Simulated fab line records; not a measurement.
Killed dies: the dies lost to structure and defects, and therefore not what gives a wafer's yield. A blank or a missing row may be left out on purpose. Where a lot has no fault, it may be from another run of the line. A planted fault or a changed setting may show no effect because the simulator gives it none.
fab line records	flow nand_harc
[record] lots = 6	wafers = 18	last_day = 24
route steps=1159 shown A_ONON_D1@426 A_CHANNEL_HOLE_D1@450 END@1159
lots untouched by any fault: they come from a run of this same line in which no faults occurred
start_h: the number of hours between the record's first day and the start of the first shown wafer of the lot	wait_h: hours from the lot's prior step to this one	" same as the row above	L1.1+2: a single row standing in for several wafers	- no value, or no start given	* or withheld: withheld	< > ~ a bound
route shown NAME@n: a module of which the file shows steps, and the number in the route of the first	usual: mean/standard deviation of fault-free wafers	same: alike in all rows	chamber/n: place in a boat	sites: the reading at each site	_std_site: their standard deviation	_edge_site: outer sites' mean less inner sites'	radius_mm: for every site, how far away it sits from the centre of the wafer	mask NAME#n: copy n	behind: the last tool/chamber to shape the wafer	hold: what put the lot on hold/how long, in hours/how the hold closed	device: the n, p or np transistor that did not switch	end of line: the route-end tests of the same wafers	a step with no rows: only its recipe	killed: dies lost to structure and defects at the first sort, not the wafer's yield	map: a wafer's dies, x killed, . not, _ none there
set.NAME: the run value of the setting; set.NAME@STEP: its run value at that earlier step	model.NAME: the simulator's own value behind a step, which no gauge read
certain route steps with their lots: each step a table, each wafer a row
services: a tool's chamber out of use, with start hour (start_h, from the record's first day; less than 0 if before it), hours out, and reason
[[steps]]
[step NHARC_A_ONON_D1_DEP_03]
[recipe] target_thk_a = 10000	n2_flow_sccm = 2750	n2o_flow_sccm = 2000	nh3_flow_sccm = 500	sih4_flow_sccm = 210	temp_c = 400
[step NHARC_A_ONON_D1_THK_MEAS_05]
[recipe] thk_meas_gauge = ellipsometry
[usual] thk_nm = 1000/8.7
lot.wafer	tool	chamber	start_h	wait_h	thk_nm
L194.1	film_metro-02	-	179.32	-	1009
L194.4	"	-	"	"	1010
L194.6	"	-	"	"	1009
L197.1	film_metro-02	-	189.69	-	1012
L197.2	"	-	"	"	1013
L197.6	"	-	"	"	1012
L198.2	film_metro-02	-	198.81	-	991
L198.3	"	-	"	"	993
L198.6	"	-	"	"	995
L205.4	film_metro-01	-	237.32	-	1004
L205.5	"	-	"	"	1006
L205.6	"	-	"	"	1006
L207.1	film_metro-02	-	255.40	-	1011
L207.2	"	-	"	"	1011
L207.5	"	-	"	"	1012
L212.1	film_metro-02	-	280.75	-	999
L212.2	"	-	"	"	1001
L212.6	"	-	"	"	1000
[step NHARC_A_ONON_D1_DEP_06]
[recipe] target_thk_a = 10000	n2_flow_sccm = 2750	n2o_flow_sccm = 2000	nh3_flow_sccm = 500	sih4_flow_sccm = 210	temp_c = 400
[step NHARC_A_ONON_D1_THK_MEAS_08]
[recipe] thk_meas_gauge = ellipsometry
[usual] thk_nm = 1001/9.1
lot.wafer	tool	chamber	start_h	wait_h	thk_nm
L194.1	film_metro-01	-	179.89	-	1012
L194.4	"	-	"	"	1012
L194.6	"	-	"	"	1011
L197.1	film_metro-01	-	190.39	-	1007
L197.2	"	-	"	"	1007
L197.6	"	-	"	"	1008
L198.2	film_metro-01	-	199.51	-	999
L198.3	"	-	"	"	998
L198.6	"	-	"	"	999
L205.4	film_metro-02	-	237.88	-	1008
L205.5	"	-	"	"	1011
L205.6	"	-	"	"	1011
L207.1	film_metro-01	-	255.96	-	997
L207.2	"	-	"	"	996
L207.5	"	-	"	"	996
L212.1	film_metro-01	-	281.31	-	988
L212.2	"	-	"	"	988
L212.6	"	-	"	"	988
[step NHARC_A_ONON_D1_DEP_09]
[recipe] target_thk_a = 10000	n2_flow_sccm = 2750	n2o_flow_sccm = 2000	nh3_flow_sccm = 500	sih4_flow_sccm = 210	temp_c = 400
[step NHARC_A_ONON_D1_THK_MEAS_11]
[recipe] thk_meas_gauge = ellipsometry
[usual] thk_nm = 1001/11
lot.wafer	tool	chamber	start_h	wait_h	thk_nm
L194.1	film_metro-01	-	180.46	-	1006
L194.4	"	-	"	"	1010
L194.6	"	-	"	"	1008
L197.1	film_metro-01	-	191.09	-	1000
L197.2	"	-	"	"	1001
L197.6	"	-	"	"	1000
L198.2	film_metro-02	-	200.21	-	998
L198.3	"	-	"	"	1000
L198.6	"	-	"	"	999
L205.4	film_metro-02	-	238.44	-	1004
L205.5	"	-	"	"	1006
L205.6	"	-	"	"	1004
L207.1	film_metro-01	-	256.54	-	1022
L207.2	"	-	"	"	1022
L207.5	"	-	"	"	1021
L212.1	film_metro-01	-	281.90	-	1017
L212.2	"	-	"	"	1015
L212.6	"	-	"	"	1017
[step NHARC_A_ONON_D1_DEP_12]
[recipe] target_thk_a = 10000	n2_flow_sccm = 2750	n2o_flow_sccm = 2000	nh3_flow_sccm = 500	sih4_flow_sccm = 210	temp_c = 400
[step NHARC_A_ONON_D1_THK_MEAS_14]
[recipe] thk_meas_gauge = ellipsometry
[usual] thk_nm = 997/11
lot.wafer	tool	chamber	start_h	wait_h	thk_nm
L194.1	film_metro-02	-	181.04	-	988
L194.4	"	-	"	"	988
L194.6	"	-	"	"	986
L197.1	film_metro-01	-	191.65	-	1003
L197.2	"	-	"	"	1006
L197.6	"	-	"	"	1006
L198.2	film_metro-01	-	200.92	-	980
L198.3	"	-	"	"	980
L198.6	"	-	"	"	980
L205.4	film_metro-02	-	239.00	-	993
L205.5	"	-	"	"	995
L205.6	"	-	"	"	994
L207.1	film_metro-01	-	257.11	-	983
L207.2	"	-	"	"	982
L207.5	"	-	"	"	983
L212.1	film_metro-01	-	282.46	-	1007
L212.2	"	-	"	"	1003
L212.6	"	-	"	"	1006
[step NHARC_A_ONON_D1_ANNEAL_15]
[recipe] temp_c = 750	time_s = 3600
[step NHARC_A_ONON_D1_DEP_16]
[recipe] target_thk_a = 10000	n2_flow_sccm = 2750	n2o_flow_sccm = 2000	nh3_flow_sccm = 500	sih4_flow_sccm = 210	temp_c = 400
[step NHARC_A_ONON_D1_THK_MEAS_18]
[recipe] thk_meas_gauge = ellipsometry
[usual] thk_nm = 997/7.5
lot.wafer	tool	chamber	start_h	wait_h	thk_nm
L194.1	film_metro-02	-	188.06	-	1003
L194.4	"	-	"	"	1003
L194.6	"	-	"	"	1003
L197.1	film_metro-01	-	199.16	-	1000
L197.2	"	-	"	"	999
L197.6	"	-	"	"	1000
L198.2	film_metro-01	-	208.07	-	998
L198.3	"	-	"	"	999
L198.6	"	-	"	"	997
L205.4	film_metro-02	-	247.04	-	988
L205.5	"	-	"	"	988
L205.6	"	-	"	"	988
L207.1	film_metro-01	-	265.82	-	1003
L207.2	"	-	"	"	1003
L207.5	"	-	"	"	1001
L212.1	film_metro-01	-	290.09	-	990
L212.2	"	-	"	"	989
L212.6	"	-	"	"	989
[step NHARC_A_ONON_D1_DEP_19]
[recipe] target_thk_a = 10000	n2_flow_sccm = 2750	n2o_flow_sccm = 2000	nh3_flow_sccm = 500	sih4_flow_sccm = 210	temp_c = 400
lot.wafer	tool	chamber	start_h	wait_h
L194.1+4+6	pecvd_onon-02	0	188.12	0.1
L197.1+2+6	pecvd_onon-03	0	199.35	0.2
L198.2+3+6	pecvd_onon-01	0	208.18	0.1
L205.4+5+6	pecvd_onon-03	0	247.27	0.2
L207.1+2+5	pecvd_onon-03	0	265.99	0.2
L212.1+2+6	pecvd_onon-01	0	290.15	0.1
[step NHARC_A_ONON_D1_THK_MEAS_21]
[recipe] thk_meas_gauge = ellipsometry
[usual] thk_nm = 999/11
lot.wafer	tool	chamber	start_h	wait_h	thk_nm
L194.1	film_metro-02	-	188.64	-	993
L194.4	"	-	"	"	990
L194.6	"	-	"	"	992
L197.1	film_metro-02	-	199.86	-	1012
L197.2	"	-	"	"	1014
L197.6	"	-	"	"	1013
L198.2	film_metro-02	-	208.63	-	1020
L198.3	"	-	"	"	1018
L198.6	"	-	"	"	1019
L205.4	film_metro-01	-	247.61	-	1018
L205.5	"	-	"	"	1016
L205.6	"	-	"	"	1017
L207.1	film_metro-02	-	266.50	-	998
L207.2	"	-	"	"	996
L207.5	"	-	"	"	996
L212.1	film_metro-02	-	290.66	-	991
L212.2	"	-	"	"	991
L212.6	"	-	"	"	990
[step NHARC_A_ONON_D1_DEP_22]
[recipe] target_thk_a = 10000	n2_flow_sccm = 2750	n2o_flow_sccm = 2000	nh3_flow_sccm = 500	sih4_flow_sccm = 210	temp_c = 400
[step NHARC_A_ONON_D1_THK_MEAS_24]
[recipe] thk_meas_gauge = ellipsometry
[usual] thk_nm = 998/11
lot.wafer	tool	chamber	start_h	wait_h	thk_nm
L194.1	film_metro-02	-	189.34	-	1001
L194.4	"	-	"	"	1000
L194.6	"	-	"	"	1001
L197.1	film_metro-01	-	200.56	-	1017
L197.2	"	-	"	"	1017
L197.6	"	-	"	"	1015
L198.2	film_metro-02	-	209.20	-	1001
L198.3	"	-	"	"	1002
L198.6	"	-	"	"	1004
L205.4	film_metro-01	-	248.19	-	1005
L205.5	"	-	"	"	1004
L205.6	"	-	"	"	1005
L207.1	film_metro-02	-	267.07	-	1002
L207.2	"	-	"	"	1002
L207.5	"	-	"	"	1002
L212.1	film_metro-01	-	291.23	-	1017
L212.2	"	-	"	"	1019
L212.6	"	-	"	"	1017
[step NHARC_A_ONON_D1_DEP_25]
[recipe] target_thk_a = 10000	n2_flow_sccm = 2750	n2o_flow_sccm = 2000	nh3_flow_sccm = 500	sih4_flow_sccm = 210	temp_c = 400
[step NHARC_A_ONON_D1_THK_MEAS_27]
[recipe] thk_meas_gauge = ellipsometry
[usual] thk_nm = 1003/11
lot.wafer	tool	chamber	start_h	wait_h	thk_nm
L194.1	film_metro-02	-	190.04	-	1018
L194.4	"	-	"	"	1017
L194.6	"	-	"	"	1018
L197.1	film_metro-01	-	201.26	-	1009
L197.2	"	-	"	"	1010
L197.6	"	-	"	"	1009
L198.2	film_metro-01	-	209.76	-	998
L198.3	"	-	"	"	998
L198.6	"	-	"	"	998
L205.4	film_metro-02	-	248.76	-	1007
L205.5	"	-	"	"	1005
L205.6	"	-	"	"	1007
L207.1	film_metro-02	-	267.65	-	1014
L207.2	"	-	"	"	1014
L207.5	"	-	"	"	1014
L212.1	film_metro-02	-	291.81	-	995
L212.2	"	-	"	"	997
L212.6	"	-	"	"	998
[step NHARC_A_ONON_D1_DEP_28]
[recipe] target_thk_a = 10000	n2_flow_sccm = 2750	n2o_flow_sccm = 2000	nh3_flow_sccm = 500	sih4_flow_sccm = 210	temp_c = 400
[step NHARC_A_ONON_D1_THK_MEAS_30]
[recipe] thk_meas_gauge = ellipsometry
[usual] thk_nm = 997/9.9
lot.wafer	tool	chamber	start_h	wait_h	thk_nm
L194.1	film_metro-01	-	190.74	-	1008
L194.4	"	-	"	"	1005
L194.6	"	-	"	"	1006
L197.1	film_metro-01	-	201.83	-	1005
L197.2	"	-	"	"	1004
L197.6	"	-	"	"	1002
L198.2	film_metro-02	-	210.33	-	992
L198.3	"	-	"	"	993
L198.6	"	-	"	"	994
L205.4	film_metro-02	-	249.33	-	999
L205.5	"	-	"	"	998
L205.6	"	-	"	"	998
L207.1	film_metro-02	-	268.26	-	1011
L207.2	"	-	"	"	1008
L207.5	"	-	"	"	1011
L212.1	film_metro-01	-	292.37	-	977
L212.2	"	-	"	"	978
L212.6	"	-	"	"	976
[step NHARC_A_ONON_D1_DEP_33]
[recipe] target_thk_a = 2000	temp_c = 400	pressure_torr = 6.5	rf_w = 900	teos_flow_sccm = 161.4	flow_sccm = 2650	target_thk_nm = 200	gas = O2	material = SiO2
[usual] heater_power_w = 562/120	throttle_valve_pct = 16.0/0.59
lot.wafer	tool	chamber	start_h	wait_h	heater_power_w	throttle_valve_pct
L194.1	pecvd-01	0	190.89	0.1	588	16.1
L194.4	"	1	"	"	623	15.7
L194.6	"	2	"	"	570	16.9
L197.1	pecvd-03	0	202.34	0.5	554	16.4
L197.2	"	1	"	"	579	15.4
L197.6	"	0	"	"	406	16.2
L198.2	pecvd-01	2	210.43	0.1	446	17.1
L198.3	"	0	"	"	593	16.0
L198.6	"	2	"	"	453	17.3
L205.6	pecvd-04	1	249.52	0.2	815	16.6
L205.4	"	2	"	"	398	15.7
L205.5	"	0	"	"	545	15.9
L207.2	pecvd-04	1	268.35	0.1	745	16.3
L207.1	"	2	"	"	321	16.0
L207.5	"	2	"	"	327	15.7
L212.2	pecvd-01	0	292.43	0.1	494	15.7
L212.1	"	1	"	"	579	15.5
L212.6	"	2	"	"	577	16.4
[step NHARC_A_ONON_D1_THK_MEAS_34]
[recipe] thk_meas_gauge = ellipsometry
[usual] thk_nm = 199.4/2.7
lot.wafer	tool	chamber	start_h	wait_h	thk_nm
L194.1	film_metro-02	-	191.22	-	197.8
L194.4	"	-	"	"	199.6
L194.6	"	-	"	"	200.1
L197.1	film_metro-02	-	202.75	-	196.5
L197.2	"	-	"	"	199.9
L197.6	"	-	"	"	201.5
L198.2	film_metro-01	-	210.79	-	193.9
L198.3	"	-	"	"	195.6
L198.6	"	-	"	"	201.0
L205.4	film_metro-02	-	249.83	-	201.2
L205.5	"	-	"	"	195.7
L205.6	"	-	"	"	200.5
L207.1	film_metro-01	-	268.76	-	198.9
L207.2	"	-	"	"	199.2
L207.5	"	-	"	"	202.7
L212.1	film_metro-01	-	292.85	-	199.2
L212.2	"	-	"	"	200.5
L212.6	"	-	"	"	202.6
[step NHARC_A_CHANNEL_HOLE_D1_DEP_00]
[recipe] target_thk_a = 31000	temp_c = 400	material = aC
[usual] throttle_valve_pct = 35.001/0.0087
lot.wafer	tool	chamber	start_h	wait_h	throttle_valve_pct
L194.1	acl_dep-02	0	191.44	0.1	34.994
L194.4	"	0	"	"	34.993
L194.6	"	0	"	"	35.014
L197.1	acl_dep-03	0	203.11	0.3	34.997
L197.2	"	0	"	"	34.992
L197.6	"	0	204.68	1.9	35.005
L198.2	acl_dep-01	0	211.24	0.4	35.014
L198.3	"	0	"	"	34.997
L198.6	"	0	"	"	34.999
L205.4	acl_dep-02	0	254.04	4.2	35.000
L205.5	"	0	"	"	34.996
L205.6	"	0	"	"	35.002
L207.1	acl_dep-03	0	268.89	0.1	34.995
L207.2	"	0	"	"	34.987
L207.5	"	0	"	"	35.015
L212.1	acl_dep-02	0	296.03	3.1	35.008
L212.2	"	0	"	"	35.012
L212.6	"	0	297.61	4.7	34.986
[step NHARC_A_CHANNEL_HOLE_D1_DEP_01]
[recipe] target_thk_a = 1400	target_thk_nm = 140	temp_c = 400	pressure_torr = 3.5	flow_sccm = 200	rf_w = 350	material = SiON
[usual] heater_power_w = 733/120
lot.wafer	tool	chamber	start_h	wait_h	heater_power_w
L194.1	pecvd-02	2	193.44	1.7	829
L194.4	"	2	"	"	860
L194.6	"	0	"	"	648
L197.2	pecvd-03	2	205.08	1.3	698
L197.1	"	0	"	"	689
L197.6	"	0	"	"	711
L198.3	pecvd-03	1	212.84	1.0	699
L198.2	"	0	"	"	684
L198.6	"	1	"	"	701
L205.5	pecvd-04	2	255.11	0.4	541
L205.6	"	0	"	"	821
L205.4	"	1	"	"	1042
L207.1	pecvd-03	0	270.81	1.6	676
L207.2	"	1	"	"	708
L207.5	"	0	"	"	663
L212.2	pecvd-04	0	297.98	1.3	791
L212.1	"	1	"	"	959
L212.6	"	1	"	"	992
[step NHARC_A_CHANNEL_HOLE_D1_DEHYDRATE_02]
[recipe] temp_c = 150	time_s = 120
[step NHARC_A_CHANNEL_HOLE_D1_HMDS_03]
[recipe] time_s = 30
[step NHARC_A_CHANNEL_HOLE_D1_COAT_36]
[recipe] temp_c = 260	time_s = 75
[step NHARC_A_CHANNEL_HOLE_D1_COAT_37]
[recipe] temp_c = 225	time_s = 65
[step NHARC_A_CHANNEL_HOLE_D1_COAT_04]
[recipe] spin_rpm = 1500	resist_thk_nm = 90
[step NHARC_A_CHANNEL_HOLE_D1_SOFTBAKE_05]
[recipe] temp_c = 105	time_s = 55
[step NHARC_A_CHANNEL_HOLE_D1_EBR_06]
[step NHARC_A_CHANNEL_HOLE_D1_EXPOSE_07]
[recipe] na = 1.35	target_cd_nm = 100	sigma_outer = 0.3	dose_mj = 59.65	mask_id = HOLE_D1
[step NHARC_A_CHANNEL_HOLE_D1_PEB_08]
[recipe] peb_temp_c = 100	peb_time_s = 65
[step NHARC_A_CHANNEL_HOLE_D1_DEVELOP_09]
[recipe] develop_time_s = 35	dev_temp_c = 23
[step NHARC_A_CHANNEL_HOLE_D1_CD_MEAS_10]
[recipe] target_cd_nm = 100	landing_energy_ev = 500
[usual] cd_nm = 100.0/0.5
lot.wafer	tool	chamber	start_h	wait_h	cd_nm
L194.1	cd_sem-03	0	194.17	-	99.6
L194.4	"	0	"	"	99.9
L194.6	"	0	"	"	99.1
L197.1	cd_sem-02	0	205.80	-	99.4
L197.2	"	0	"	"	99.6
L197.6	"	0	"	"	100.1
L198.2	cd_sem-01	0	213.57	-	101.3
L198.3	"	0	"	"	100.5
L198.6	"	0	"	"	101.1
L205.4	cd_sem-03	0	255.75	-	100.0
L205.5	"	0	"	"	100.2
L205.6	"	0	"	"	100.3
L207.1	cd_sem-03	0	271.52	-	100.6
L207.2	"	0	"	"	100.5
L207.5	"	0	"	"	99.6
L212.1	cd_sem-02	0	298.68	-	99.8
L212.2	"	0	"	"	99.6
L212.6	"	0	"	"	100.3
[step NHARC_A_CHANNEL_HOLE_D1_OVL_MEAS_11]
[usual] overlay_x_nm = 0.1/1	overlay_y_nm = 0.0/0.91
lot.wafer	tool	chamber	start_h	wait_h	overlay_x_nm	overlay_y_nm
L194.1	overlay-01	-	194.26	-	1.0	-0.6
L194.4	"	-	"	"	0.6	-0.7
L194.6	"	-	"	"	0.6	-1.1
L197.1	overlay-01	-	205.89	-	0.9	-1.0
L197.2	"	-	"	"	0.3	-1.1
L197.6	"	-	"	"	0.5	-0.6
L198.2	overlay-02	-	213.66	-	0.1	0.3
L198.3	"	-	"	"	-0.3	0.9
L198.6	"	-	"	"	0.1	0.4
L205.4	overlay-01	-	255.83	-	1.3	0.1
L205.5	"	-	"	"	1.1	0.0
L205.6	"	-	"	"	1.0	0.8
L207.1	overlay-02	-	271.61	-	-0.2	0.5
L207.2	"	-	"	"	0.3	0.7
L207.5	"	-	"	"	-0.2	0.8
L212.1	overlay-01	-	298.77	-	-0.2	-0.4
L212.2	"	-	"	"	0.4	-0.9
L212.6	"	-	"	"	0.0	-0.9
[step NHARC_A_CHANNEL_HOLE_D1_DESCUM_15]
[recipe] time_s = 3	o2_flow_sccm = 200	ar_flow_sccm = 0	bias_power_w = 0	chemistry = O2
[usual] drypump_motor_current_A = 5.9/0.43	mfc_ar_sccm = 0.014/0.014	oes_product_au = 0.994/0.0081	rf_vpp_V = 57.8/0.93	showerhead_plenum_p_Torr = 1.94/0.08	throttle_valve_pct = 11.312/0.0099
[same] bias_power_w = 0
lot.wafer	tool	chamber	start_h	wait_h	drypump_motor_current_A	mfc_ar_sccm	oes_product_au	rf_hours_counter_h	rf_vpp_V	showerhead_plenum_p_Torr	throttle_valve_pct
L194.4	rie_diel-02	1	194.38	0.1	5.6	0.021	0.995	2	57.6	1.95	11.319
L194.1	"	2	"	"	5.9	0	0.998	1	60.5	1.98	11.306
L194.6	"	0	"	"	6.2	0	1.000	-	56.7	2.00	11.316
L197.1	rie_diel-06	3	206.10	0.2	6.5	0	0.996	8	57.1	1.98	11.316
L197.2	"	0	"	"	6.5	0.038	0.996	9	56.0	1.80	11.312
L197.6	"	3	"	"	6.5	0	0.993	-	57.2	1.97	11.312
L198.2	rie_diel-06	3	213.76	0.1	6.5	0	0.990	8	57.4	1.97	11.305
L198.3	"	1	"	"	6.2	0	0.998	10	57.0	1.80	11.304
L198.6	"	3	"	"	6.5	0	0.987	-	59.4	1.97	11.316
L205.4	rie_diel-02	3	255.94	0.1	5.7	0.020	1.002	7	57.3	1.90	11.302
L205.5	"	1	"	"	5.7	0.021	0.999	-	58.4	1.94	11.305
L205.6	"	2	"	"	5.9	0	1.003	-	59.1	1.98	11.312
L207.1	rie_diel-02	1	271.71	0.1	5.7	0.021	0.991	9	56.9	1.94	11.313
L207.2	"	0	"	"	6.2	0	1.003	9	58.5	1.99	11.312
L207.5	"	2	"	"	5.9	0	1.006	-	57.9	1.98	11.303
L212.2	rie_diel-12	3	298.87	0.1	6.3	0.034	0.982	7	58.5	1.86	11.314
L212.1	"	1	"	"	5.3	0.006	0.997	6	57.8	2.00	11.318
L212.6	"	3	"	"	6.3	0.034	0.986	-	56.6	1.85	11.304
[step NHARC_A_CHANNEL_HOLE_D1_ETCH_38]
[recipe] target_depth_a = 390	over_etch_frac = 0.3	time_s = 65	ion_energy_ev = 80	cf4_flow_sccm = 150	ar_flow_sccm = 0	rf_w = 300	bias_w = 100	chemistry = CF4
[step NHARC_A_CHANNEL_HOLE_D1_ETCH_39]
[recipe] target_depth_a = 2600	over_etch_frac = 0.3	time_s = 325	ion_energy_ev = 200	n2_flow_sccm = 150	h2_flow_sccm = 150	ar_flow_sccm = 0	rf_w = 400	bias_w = 150	chemistry = N2/H2
[usual] drypump_motor_current_A = 5.9/0.43	mfc_ar_sccm = 0.013/0.013	oes_product_au = 0.994/0.0076	rf_vpp_V = 431.4/2.6	showerhead_plenum_p_Torr = 2.07/0.089	throttle_valve_pct = 14.171/0.0097
lot.wafer	tool	chamber	start_h	wait_h	drypump_motor_current_A	mfc_ar_sccm	oes_product_au	rf_hours_counter_h	rf_vpp_V	showerhead_plenum_p_Torr	throttle_valve_pct
L194.4	rie_diel-02	0	-	-	6.2	0	1.006	2	433.7	2.13	14.161
L194.1	"	1	"	"	5.6	0.021	0.992	2	430.1	2.08	14.194
L194.6	"	2	"	"	5.9	0	1.004	-	432.7	2.12	14.163
L197.1	rie_diel-06	1	-	-	6.2	0	0.999	9	428.0	1.91	14.154
L197.2	"	2	"	"	5.2	0.021	0.988	8	434.2	2.19	14.150
L197.6	"	0	"	"	6.5	0.038	1.007	-	425.9	1.92	14.163
L198.3	rie_diel-06	2	-	-	5.2	0.021	0.995	9	435.2	2.19	14.166
L198.2	"	3	"	"	6.5	0	0.988	8	433.4	2.11	14.176
L198.6	"	1	"	"	6.1	0	0.990	-	425.8	1.91	14.163
L205.4	rie_diel-02	2	-	-	5.9	0	1.002	6	433.5	2.12	14.159
L205.5	"	0	"	"	6.2	0	1.005	-	433.7	2.13	14.189
L205.6	"	1	"	"	5.7	0.021	0.997	-	431.3	2.07	14.174
L207.2	rie_diel-02	2	-	-	5.9	0	0.999	7	432.9	2.12	14.178
L207.1	"	0	"	"	6.2	0	1.002	9	433.6	2.13	14.188
L207.5	"	2	"	"	5.9	0	1.005	-	432.2	2.12	14.163
L212.1	rie_diel-12	2	-	-	5.9	0.015	0.992	7	435.0	2.19	14.168
L212.2	"	0	"	"	5.6	0	1.000	7	430.6	2.02	14.155
L212.6	"	2	"	"	5.8	0.015	0.995	-	435.0	2.19	14.169
[step NHARC_END_SORT_01]
[recipe] temp_c = 25
[usual] killed_at_array = 24/8.8	killed_at_other = 0.7/0.99	killed_at_periphery = 3.5/2.6	killed_dies = 28/9.3	killed_open = 3.2/1.7	killed_short = 1.7/1.4
[same] gross_dies = 677
lot.wafer	tool	chamber	start_h	wait_h	killed_at_array	killed_at_other	killed_at_periphery	killed_dies	killed_open	killed_short
L205.4	prober-01	0	516.47	3.4	63	0	4	67	2	0
L205.5	prober-01	0	517.28	3.7	64	2	4	70	3	1
L205.6	prober-01	0	518.08	4.0	84	1	6	91	6	2
L207.1	prober-02	0	543.77	2.5	73	0	11	84	2	0
L207.2	prober-02	0	544.57	2.8	75	0	9	84	3	3
L207.5	prober-02	0	546.98	3.7	76	0	5	81	3	3
// killed by level:class
L205.4 A_ONON_D1:unspecified=53 A_WL_FILL:chamber_film_flake=4 P_STI:chamber_film_flake=3 A_CHANNEL_HOLE_D1:chamber_film_flake=3 A_ONON_D1:geometric_particle:open=1 A_CONTACT:geometric_particle:open=1 P_M0:chamber_film_flake=1 A_STAIRCASE:chamber_film_flake=1
L205.5 A_ONON_D1:unspecified=47 A_CHANNEL_HOLE_D1:chamber_film_flake=4 P_STI:chamber_film_flake=3 A_WL_FILL:chamber_film_flake=3 A_STAIRCASE:chamber_film_flake=3 A_CONTACT:chamber_film_flake=2 A_CHANNEL_FILL_D1:chamber_film_flake=2 P_CONTACT:geometric_particle:open=1
L205.6 A_ONON_D1:unspecified=52 A_CHANNEL_HOLE_D1:chamber_film_flake=20 P_STI:chamber_film_flake=4 A_STAIRCASE:chamber_film_flake=3 A_CONTACT:chamber_film_flake=3 A_CONTACT:geometric_particle:open=2 P_CONTACT:geometric_particle:open=1 P_CONTACT:geometric_particle:short=1
L207.1 A_ONON_D1:unspecified=52 A_SLIT:chamber_film_flake=13 P_CONTACT:chamber_film_flake=8 P_GATE:chamber_film_flake=3 A_CHANNEL_HOLE_D1:chamber_film_flake=3 A_CHANNEL_FILL_D1:chamber_film_flake=2 A_SGD_CUT:geometric_particle:open=1 A_BLC:geometric_particle:open=1
L207.2 A_ONON_D1:unspecified=55 A_SLIT:chamber_film_flake=8 P_CONTACT:chamber_film_flake=5 A_CHANNEL_HOLE_D1:chamber_film_flake=4 A_CONTACT:chamber_film_flake=3 A_CHANNEL_FILL_D1:chamber_film_flake=2 P_STI:geometric_particle:short=1 P_M1:geometric_particle:open=1
L207.5 A_ONON_D1:unspecified=49 A_SLIT:chamber_film_flake=16 A_CHANNEL_HOLE_D1:chamber_film_flake=5 A_WL_FILL:geometric_particle:short=3 P_CONTACT:chamber_film_flake=2 P_GATE:geometric_particle:open=1 P_M1:geometric_particle:open=1 A_BLC:geometric_particle:open=1
// map L205.6 (x killed, . not)
____________.____________
_________......._________
_______.x........._______
______x............______
_____xxx............_____
____xxxx.............____
____xxxxxx...........____
___xxxxx..............___
___xxxxx..............___
__xxxxxx..x............__
__xxxxxxx..............__
_xxxxxx................._
_.xxxx.x................_
_.xxxx.x................_
_.xx...................._
_...x.........x.......x._
....................x....
........................x
.................x.x..x..
.....................x..x
.................x...x.xx
_...................xxx._
_...................x.xx_
_...............x......x_
_..............x.....xx._
_...................x..._
__.............x.......__
__............x........__
___....x......x.......___
___...................___
____.................____
____...x.............____
_____x.............._____
______...x.........______
_______.........x._______
_________......._________
____________.____________
// map L207.1 (x killed, . not)
____________.____________
_________......._________
_______.x.x......._______
______x............______
_____xxx............_____
____xxx..............____
____xxxx..x..........____
___xxxxx..............___
___xxxxx..............___
__xxxxx..x.............__
__xxxxxxx..............__
_xxxxxxx................_
_xxxxxx...........x....._
_xxx.x.................._
_..x.x.x................_
_.............x........._
.....x.......x...........
.........................
x........................
.........................
.........................
_......................._
_......................._
_......................._
_....x.........x........_
_......................._
__.....................__
__............x........__
___...................___
___...........x.x.....___
____...xx....xx......____
____.........xxx.....____
_____.........xxx..._____
______.......x.....______
_______......x.x.._______
_________..xx.xx_________
____________.____________
[[services]]
tool	chamber	start_h	hours	kind
acl_dep-02	-	168.23	13.0	pm
pecvd-02	-	180.19	3.1	repair
rie_diel-02	0	184.20	-	clean
rie_diel-02	1	184.20	-	clean
rie_diel-02	2	184.20	-	clean
rie_diel-02	3	184.20	-	clean
pecvd_onon-01	-	187.16	3.8	repair
pecvd_onon-01	-	195.00	13.0	pm
pecvd-04	-	195.16	13.0	pm
rie_diel-12	-	202.40	9.0	pm
rie_diel-02	0	208.70	-	clean
rie_diel-12	1	215.93	10.7	repair
pecvd-04	0	219.42	5.4	repair
acl_dep-03	-	225.24	13.0	pm
pecvd-01	-	237.00	13.0	pm
rie_diel-12	-	238.33	0.8	repair
rie_diel-06	-	241.20	9.0	pm
rie_diel-12	1	265.36	1.6	repair
rie_diel-06	1	269.60	12.1	repair
rie_diel-12	1	274.49	2.8	repair
rie_diel-06	0	276.47	9.6	repair
pecvd-03	-	292.20	13.0	pm
pecvd_onon-02	-	292.21	13.0	pm
acl_dep-01	-	292.26	13.0	pm
[[key]]
[first_sign] step = NHARC_END_SORT_01	reading = killed_at_array	direction = up	sigmas = 5.5	usual = 24	struck = 72
[effect] step = NHARC_END_SORT_01	reading = killed_dies	direction = up	sigmas = 5.5	usual = 28	struck = 80
[more_kills_born_at] NHARC_A_ONON_D1_DEP_19@pecvd_onon-03 = 308
met_at NHARC_A_ONON_D1_DEP_19
struck_wafers L205.4,L205.5,L205.6,L207.1,L207.2,L207.5
tester_left_out L205,L207
onset_between 199.35 247.27
also_fits NHARC_A_ONON_D1_DEP_33:pecvd-04,NHARC_A_CHANNEL_HOLE_D1_DESCUM_15:rie_diel-02,NHARC_A_CHANNEL_HOLE_D1_ETCH_39:rie_diel-02
[fault] kind = chamber_particle_source	tool = pecvd_onon-03	chamber = -	onset_h = 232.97	steps = NHARC_A_ONON_D1_DEP_19	rate_per_visit_cm2 = 0.90286	end_h = 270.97
// tester_left_out: of these lots the tester's yield and bins aren't shown, on N5 and GAA mostly nor the transistor test; their killed dies are dies lost to structure and defects alone, not to doping, threshold or leakage, so they don't give the yield
